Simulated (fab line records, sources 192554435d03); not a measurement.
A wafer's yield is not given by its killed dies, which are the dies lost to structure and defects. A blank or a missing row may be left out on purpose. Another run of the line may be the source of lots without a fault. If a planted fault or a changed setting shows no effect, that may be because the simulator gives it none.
Struck lot and sound lot, side by side || flow n5Finfet || 15 out of 1938 route steps
Sound: these wafers, L318.3, L318.4, L318.5. Struck: wafer L327.6 (left out: L327.4, a lot-mate that was not struck); the cause follows at the end.
Each step with rows lists, per side, the tool, then ch with its chambers, then its first start. Under that, the readings that differ: sound wafers || struck wafers || difference of the means || sigmas: that difference in standard deviations of wafers without a fault.
alike: readings with means less than 2 such deviations apart, plus words and numbers identical on both sides. not compared: withheld readings, readings lacking a value on some wafer, bounds such as >300 that could conceal the same value, and numbers that have no deviation in the record and whose values overlap.
The two part at a step that has a row with sigmas, a row that says differs or no value, or rows on one side only. When numbers do not overlap yet have no deviation, they are printed without sigmas and do not part them. A reading that every wafer of one side lacks parts them only if that side has two wafers or more.

N5_BEOL_M10_STRIP_77: strips in N2/H2, time 10 s.
  sound: rieDiel-05 ch 1,2,3; struck: rieDiel-03 ch 1
  alike: drypumpMotorCurrentA, oesProductAu, rfVppV, showerheadPlenumPTorr, tempC, throttleValvePct
  not compared: rfHoursCounterH
N5_BEOL_M10_OCD_MEAS_38:
  sound on ocd-02 at day 13 00:48; struck on ocd-02 at day 16 05:35
  alike: trenchDepthNm
then, 4 steps without rows for these wafers: N5_BEOL_M10_HM_STRIP_39 (strips TiN in peroxide tin strip, target depth 25 nm, time 158 s); N5_BEOL_M10_SRD_40 (time 30 s); N5_BEOL_M10_PRECLEAN_42 (cleans in residue remover, time 60 s); N5_BEOL_M10_SRD_43 (time 30 s).
N5_BEOL_M10_CD_MEAS_35: target cd 70 nm.
  sound on cdSem-01 at day 13 00:58; struck on cdSem-02 at day 16 05:44
  alike: cdNm
N5_BEOL_M10_CURE_72: cures SiCOH lowk, time 120 s.
  sound on uvCure-03 ch 1, day 13 01:06; struck on uvCure-03 ch 1, day 16 06:11
  alike: lampPowerPct, wafer_temp_C_max
N5_BEOL_M10_DEGAS_44: time 60 s.
  sound on pvdSputter-02 at day 13 01:22; struck on pvdSputter-01 at day 16 06:22
  alike: heaterPowerW
then, 1 step without rows for these wafers: N5_BEOL_M10_PRE_CLEAN_45 (time 30 s).
N5_BEOL_M10_ALD_74: deposits TaN, target thk 2 nm, pulse time 2 s, purge time 3 s.
  sound on aldMetal-01 ch 0,1,3, day 13 01:31; struck on aldMetal-01 ch 3, day 16 06:28
  alike: heaterPowerOuterW, heaterPowerW
then, 1 step without rows for these wafers: N5_BEOL_M10_SURFACE_TREAT_76.
N5_BEOL_M10_CVD_75: deposits Co from CCTBA/H2, target thk 2 nm, time 138.9 s.
  sound on cvdCo-01 ch 0,1, day 13 01:52; struck on cvdCo-02 ch 1, day 16 07:10
{"reading": "runLengthS (s)", "sound": "161.9 160.9 162.2", "struck": 252.5, "difference": "+90.8", "sigmas": "+99 or more"}
N5_BEOL_M10_SPUTTER_48: material Cu, target thk 12 nm, time 2 s.
  sound on pvdSputter-02 at day 13 02:04; struck on pvdSputter-01 at day 16 07:17
  alike: chuckSensorTempC, throttleValvePct
-- the record jumps here: 2 days lie between the struck wafers' starts before and after (it left off in module BEOL_M10 and takes up again in module PASSIVATION, whose first step shown is number 1936 of the route) --
N5_PASSIVATION_PROBE_49:
  record: rows for the struck wafers here (prober-01, day 18 08:26), none for the sound ones

WHERE THEY PART
At N5_BEOL_M10_CVD_75 first; at N5_PASSIVATION_PROBE_49 last (within this record only).

WHY: what the simulator had put in
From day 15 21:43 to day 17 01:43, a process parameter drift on cvdCo-02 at N5_BEOL_M10_CVD_75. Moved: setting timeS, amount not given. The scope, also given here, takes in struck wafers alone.
